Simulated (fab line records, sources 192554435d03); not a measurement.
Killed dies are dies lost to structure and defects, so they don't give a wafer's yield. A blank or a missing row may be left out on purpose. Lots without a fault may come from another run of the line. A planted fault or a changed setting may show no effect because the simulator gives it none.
fab line records | flow n5_finfet | part 2 of 2: steps 17 to 25 of 25
record lots=5 wafers=15 last_day=19
route steps=1938 shown SDB@363 DUMMY_REMOVAL@377 HKMG_FIN@385
lots that met no fault: from a run of the same line without faults
start_h: hours from the record's first day to the start of the lot's first wafer shown | wait_h: hours since the lot's step before | " the same as in the row above | L1.1+2: a row that stands for several wafers | - no value, or no start given | * or withheld: withheld | < > ~ a bound
route shown NAME@n: a module of which the file shows steps, and the number in the route of the first | usual: mean/standard deviation of fault-free wafers | same: alike in all rows | chamber/n: place in a boat | sites: the reading at each site | _std_site: their standard deviation | _edge_site: outer sites' mean less inner sites' | radius_mm: how far each site lies from the wafer's centre | mask NAME#n: copy n | behind: the tool/chamber that last shaped the wafer | hold: why the lot was held/for how many hours/how that ended | device: the transistor (n, p or np) that didn't switch | end of line: the same wafers' tests at the end of the route | a step without rows: its recipe alone | killed: dies lost to structure and defects at the first sort, not the wafer's yield | map: a wafer's dies, x killed, . not, _ none there
set.NAME: the setting as run; set.NAME@STEP: as run at that earlier step | model.NAME: the simulator's own value behind a step, which no gauge read
lots at some steps of the route; a table a step, a row a wafer
services: from which hour (start_h, from the record's first day; less than 0 if before it) a tool's chamber was out of use, for how many hours, and why
## steps
# step N5_DUMMY_REMOVAL_PRECLEAN_07
# recipe chemistry=dHF time_s=30 temp_c=25 dilution=withheld
# usual temp_c=25.00/0.097
# columns lot.wafer tool chamber start_h wait_h temp_c
L074.2 wet_bench-02 2 82.63 0.1 24.92
L074.3 " 3 " " 25.08
L074.5 " 7 " " 25.02
L078.1 wet_bench-06 5 92.82 0.1 24.99
L078.4 " 2 " " 24.89
L078.5 " 7 " " 24.88
L080.1 wet_bench-04 5 108.12 0.1 25.19
L080.3 " 1 " " 24.81
L080.6 " 4 " " 25.01
L081.3 wet_bench-06 7 112.83 0.1 24.96
L081.4 " 5 " " 25.19
L081.5 " 1 " " 25.06
L094.2 wet_bench-02 0 192.47 0.1 24.79
L094.5 " 2 " " 25.07
L094.6 " 1 " " 24.97
# step N5_DUMMY_REMOVAL_DUMMY_REMOVE_02
# recipe chemistry=TMAH temp_c=70 target=poly-Si stop_on=SiO2 target_depth_nm=142 conc_wt_pct=5 time_s=57 dry=ipa_marangoni rinse_time_s=30 rinse_temp_c=23
# usual temp_c=69.99/0.12
# columns lot.wafer tool chamber start_h wait_h temp_c
L074.2 wet_bench-02 2 82.64 0.0 70.07
L074.3 " 3 " " 69.86
L074.5 " 7 " " 70.16
L078.1 wet_bench-06 5 92.83 0.0 70.01
L078.4 " 2 " " 70.07
L078.5 " 7 " " 70.07
L080.1 wet_bench-04 5 108.13 0.0 69.99
L080.3 " 1 " " 69.84
L080.6 " 4 " " 69.91
L081.3 wet_bench-06 7 112.85 0.0 69.99
L081.4 " 5 " " 69.82
L081.5 " 1 " " 70.15
L094.2 wet_bench-02 0 192.48 0.0 69.82
L094.5 " 2 " " 70.13
L094.6 " 1 " " 69.87
# step N5_DUMMY_REMOVAL_INSPECT_06
# recipe inspect_instrument=brightfield mode=aei
# usual raw_defect_count=11/4.7
# columns lot.wafer tool chamber start_h wait_h raw_defect_count
L074.2 defect_inspect-02 - 82.70 0.0 18
L074.3 " - " " 7
L074.5 " - " " 22
L078.1 defect_inspect-01 - 92.88 0.0 12
L078.4 " - " " 16
L078.5 " - " " 10
L080.1 defect_inspect-01 - 108.19 0.0 14
L080.3 " - " " 11
L080.6 " - " " 12
L081.3 defect_inspect-02 - 112.90 0.0 6
L081.4 " - " " 8
L081.5 " - " " 8
L094.2 defect_inspect-01 - 192.54 0.0 11
L094.5 " - " " 6
L094.6 " - " " 10
# step N5_DUMMY_REMOVAL_PRECLEAN_08
# recipe chemistry=NF3:NH3 afs_cycles=2 temp_c=30 time_s=20 sublimation_temp_c=180 sublimation_time_s=60 pressure_torr=3 rf_power_w=30
# usual temp_c=30.01/0.12
# same afs_cycles=2
# columns lot.wafer tool chamber start_h wait_h temp_c
L074.2 remote_plasma-02 0 82.76 0.1 30.16
L074.3 " 0 " " 30.21
L074.5 " 0 " " 30.15
L078.1 remote_plasma-02 1 92.92 0.0 30.01
L078.4 " 1 " " 29.99
L078.5 " 1 " " 29.88
L080.1 remote_plasma-02 0 108.23 0.0 29.87
L080.3 " 0 " " 29.86
L080.6 " 0 " " 30.06
L081.3 remote_plasma-02 1 113.00 0.1 30.04
L081.4 " 1 " " 29.96
L081.5 " 1 " " 30.14
L094.2 remote_plasma-02 1 192.61 0.1 29.95
L094.5 " 1 " " 29.95
L094.6 " 1 " " 29.83
# step N5_DUMMY_REMOVAL_PRECLEAN_04
# recipe chemistry=DHF time_s=37 temp_c=25 dilution=500:1
# usual temp_c=25.00/0.11
# columns lot.wafer tool chamber start_h wait_h temp_c
L074.2 wet_bench-04 6 82.94 0.2 25.10
L074.3 " 3 " " 25.03
L074.5 " 2 " " 24.93
L078.1 wet_bench-06 3 93.14 0.2 25.04
L078.4 " 5 " " 25.15
L078.5 " 7 " " 24.85
L080.1 wet_bench-06 2 108.44 0.2 25.04
L080.3 " 7 " " 25.04
L080.6 " 3 " " 24.81
L081.3 wet_bench-02 1 113.15 0.1 25.16
L081.4 " 3 " " 25.18
L081.5 " 2 " " 25.04
L094.2 wet_bench-02 6 192.79 0.2 24.83
L094.5 " 7 " " 25.05
L094.6 " 1 " " 25.22
# step N5_DUMMY_REMOVAL_SRD_05
# recipe dry=ipa_marangoni do_ppb=5 time_s=30 temp_c=23 rinse_liquid=diw
# usual temp_c=23.00/0.1
# columns lot.wafer tool chamber start_h wait_h temp_c
L074.2 wet_bench-04 6 82.96 0.0 22.90
L074.3 " 3 " " 23.01
L074.5 " 2 " " 23.09
L078.1 wet_bench-06 3 93.16 0.0 22.73
L078.4 " 5 " " 23.00
L078.5 " 7 " " 23.08
L080.1 wet_bench-06 2 108.45 0.0 23.04
L080.3 " 7 " " 23.12
L080.6 " 3 " " 23.10
L081.3 wet_bench-02 1 113.16 0.0 22.88
L081.4 " 3 " " 22.94
L081.5 " 2 " " 23.07
L094.2 wet_bench-02 6 192.80 0.0 22.94
L094.5 " 7 " " 22.87
L094.6 " 1 " " 22.95
# step N5_HKMG_FIN_IL_REGROW_00
# recipe material=SiO2 target_thk_a=7.5 chemistry=O3 temp_c=withheld time_s=30
# columns lot.wafer tool chamber start_h wait_h since_wet_clean_h
L074.2 ald_hk-03 0 83.00 0.0 53
L074.3 " 3 " " 53
L074.5 " 0 " " -
L078.1 ald_hk-02 2 93.20 0.0 1869
L078.4 " 1 " " 1869
L078.5 " 0 " " -
L080.1 ald_hk-03 2 108.50 0.0 79
L080.3 " 0 " " 79
L080.6 " 3 " " -
L081.3 ald_hk-03 3 113.21 0.0 83
L081.4 " 2 " " 83
L081.5 " 1 " " -
L094.2 ald_hk-01 1 192.85 0.0 1073
L094.5 " 3 " " -
L094.6 " 0 " " -
# step N5_HKMG_FIN_HK_ALD_01
# recipe material=HfO2 target_thk_a=16 temp_c=withheld ald_precursor_family=HfCl4 ald_co_reactant=H2O pulse_time_s=3 purge_time_s=3 co_reactant_purge_time_s=2.5 co_reactant_pulse_time_s=0.3 ald_cycles=30
# usual precursor_pulse_height_rel=1.005/0.02
# columns lot.wafer tool chamber start_h wait_h precursor_pulse_height_rel since_wet_clean_h
L074.2 ald_hk-03 0 83.05 0.0 0.998 53
L074.3 " 3 " " 1.026 53
L074.5 " 0 " " 1.001 -
L078.1 ald_hk-02 2 93.25 0.0 1.056 1869
L078.4 " 1 " " 0.997 1869
L078.5 " 0 " " 1.007 -
L080.1 ald_hk-03 2 108.55 0.0 1.026 79
L080.3 " 0 " " 0.987 79
L080.6 " 3 " " 1.014 -
L081.3 ald_hk-03 3 113.26 0.0 0.988 83
L081.4 " 2 " " 0.989 83
L081.5 " 1 " " 1.015 -
L094.2 ald_hk-01 1 192.90 0.0 1.016 1073
L094.5 " 3 " " 0.984 -
L094.6 " 0 " " 0.996 -
# step N5_HKMG_FIN_HK_ANNEAL_02
# recipe temp_c=700 time_s=30 ambient=N2 idle_temp_c=600 ramp_up_c_per_s=150 ramp_down_c_per_s=60 cool_to_c=600
# usual lamp_power_pct=8.80/0.051 lamp_zone_1_pct=8.798/0.01 lamp_zone_3_pct=8.799/0.0097 wafer_temp_C_max=703.0/0.74
# columns lot.wafer tool chamber start_h wait_h lamp_power_pct lamp_zone_1_pct lamp_zone_3_pct wafer_temp_C_max
L074.2 rtp_anneal-02 0 83.27 0.1 8.72 8.811 8.798 702.2
L074.3 " 0 " " 8.84 8.807 8.814 702.5
L074.5 " 0 " " 8.86 8.786 8.802 702.7
L078.1 rtp_anneal-02 0 93.50 0.2 8.71 8.805 8.793 702.0
L078.4 " 0 " " 8.79 8.801 8.805 702.0
L078.5 " 0 " " 8.79 8.799 8.814 702.2
L080.1 rtp_anneal-02 0 109.21 0.6 8.81 8.797 8.815 703.1
L080.3 " 0 " " 8.79 8.797 8.793 702.6
L080.6 " 0 " " 8.77 8.817 8.794 701.7
L081.3 rtp_anneal-02 0 113.51 0.2 8.78 8.810 8.812 702.5
L081.4 " 0 " " 8.87 8.780 8.790 702.5
L081.5 " 0 " " 8.78 8.793 8.799 702.2
L094.2 rtp_anneal-02 0 193.11 0.1 8.71 8.794 8.794 702.5
L094.5 " 0 " " 8.82 8.783 8.799 703.0
L094.6 " 0 " " 8.78 8.791 8.792 702.7
## services
# columns tool chamber start_h hours kind
rie_diel-05 2 60.15 2.0 repair
rtp_anneal-02 - 65.01 4.9 pm
plasma_asher-01 - 66.42 4.4 repair
ald_hk-03 - 72.46 1.2 repair
rie_diel-05 1 84.10 21.9 repair
rie_diel-05 3 96.30 1.8 repair
rie_diel-05 2 100.11 16.3 repair
ald_hk-01 - 103.42 3.8 repair
rie_diel-06 0 104.78 5.5 repair
ald_sin-03 - 110.86 1.4 repair
rie_diel-04 - 116.06 28.1 pm
cmp-01 - 117.61 0.3 repair
cmp-02 - 118.45 4.0 pm
rie_diel-05 3 119.45 6.4 repair
cmp-01 - 124.10 1.0 repair
cmp-02 - 132.23 5.9 pm
rie_si-03 3 139.42 31.8 repair
cmp-01 - 141.71 3.6 repair
ald_hk-02 - 144.82 2.8 pm
rie_diel-04 3 167.41 8.7 repair
ald_sin-02 - 176.75 14.0 pm
wet_bench-06 - 177.04 1.1 repair
rie_diel-06 2 189.08 10.0 repair
rie_si-01 0 192.75 12.3 repair
